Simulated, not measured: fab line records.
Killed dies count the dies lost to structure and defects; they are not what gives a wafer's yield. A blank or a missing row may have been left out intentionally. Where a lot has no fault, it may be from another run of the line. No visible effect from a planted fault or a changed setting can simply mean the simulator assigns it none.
Which tool was responsible?    flow nandHarc    Sampling: 6 lots, 18 wafers, 3 of 1159 route steps

WHAT THE GAUGES READ, wafer by wafer
NHARC_P_ZERO_WELL_INSPECT_43.
lot   measured     on                rawDefectCount
L955  day 2 13:27  defectInspect-01  18 19 33
L958  day 3 07:19  defectInspect-01  10 7 3
L961  day 4 01:33  defectInspect-01  14 26 15
L963  day 4 13:36  defectInspect-02  12 15 34
L965  day 5 01:34  defectInspect-02  10 5 8
L973  day 7 01:19  defectInspect-02  12 14 320

EACH LOT AND THE TOOL THAT RAN IT (in order: tool; ch and the chambers of the sampled wafers; start)
lot   NHARC_P_ZERO_WELL_DESCUM_39       NHARC_P_ZERO_WELL_STRIP_41
L955  rieDiel-05 ch 0,1,2, day 2 10:09  wetBench-04 ch 5,6,7, day 2 10:53
L958  rieDiel-12 ch 1,2,3, day 3 04:08  wetBench-04 ch 0,2,7, day 3 04:52
L961  rieDiel-12 ch 1,2,3, day 3 22:23  wetBench-09 ch 1,2,5, day 3 23:07
L963  rieDiel-10 ch 1,2,3, day 4 10:17  wetBench-09 ch 0,1,3, day 4 11:01
L965  rieDiel-12 ch 0,1,2, day 4 22:20  wetBench-04 ch 3,4,6, day 4 23:05
L973  rieDiel-05 ch 0,2, day 6 22:08    wetBench-04 ch 1,3,7, day 6 22:51
- NHARC_P_ZERO_WELL_DESCUM_39: chemistry O2, time 3 s.
- NHARC_P_ZERO_WELL_STRIP_41: strips in SPM, time 840 s.

THE ANSWER, worked out from the rows above alone
Rule: what is usual is taken from the lots themselves. The widest of any qualifying gaps counts: lots, ordered by their means at a reading, are off when they make up no more than a third of the lots, leave a main group of 4 or more, and stand apart from it by 3 or more times the standard deviation of that group's means. If all means in a main group match to the digits the tables above print for the reading, that group is not used. Also off: a lot with no number at a reading for which 4 or more lots have one. The other lots that the step has rows for count as sound.
Off, at NHARC_P_ZERO_WELL_INSPECT_43 on rawDefectCount: L973. The main group has a mean of 15 with a standard deviation of 6.8.
A tool fits if, at a process step before that reading, it ran every lot that is off, and no sound lot after the first of them. The gauges at NHARC_P_ZERO_WELL_INSPECT_43 are tried like those tools. Can't be told from this: 3 tools fit, rieDiel-05 at NHARC_P_ZERO_WELL_DESCUM_39, wetBench-04 at NHARC_P_ZERO_WELL_STRIP_41, defectInspect-02 at NHARC_P_ZERO_WELL_INSPECT_43.

WHAT THE SIMULATOR HAD INSERTED
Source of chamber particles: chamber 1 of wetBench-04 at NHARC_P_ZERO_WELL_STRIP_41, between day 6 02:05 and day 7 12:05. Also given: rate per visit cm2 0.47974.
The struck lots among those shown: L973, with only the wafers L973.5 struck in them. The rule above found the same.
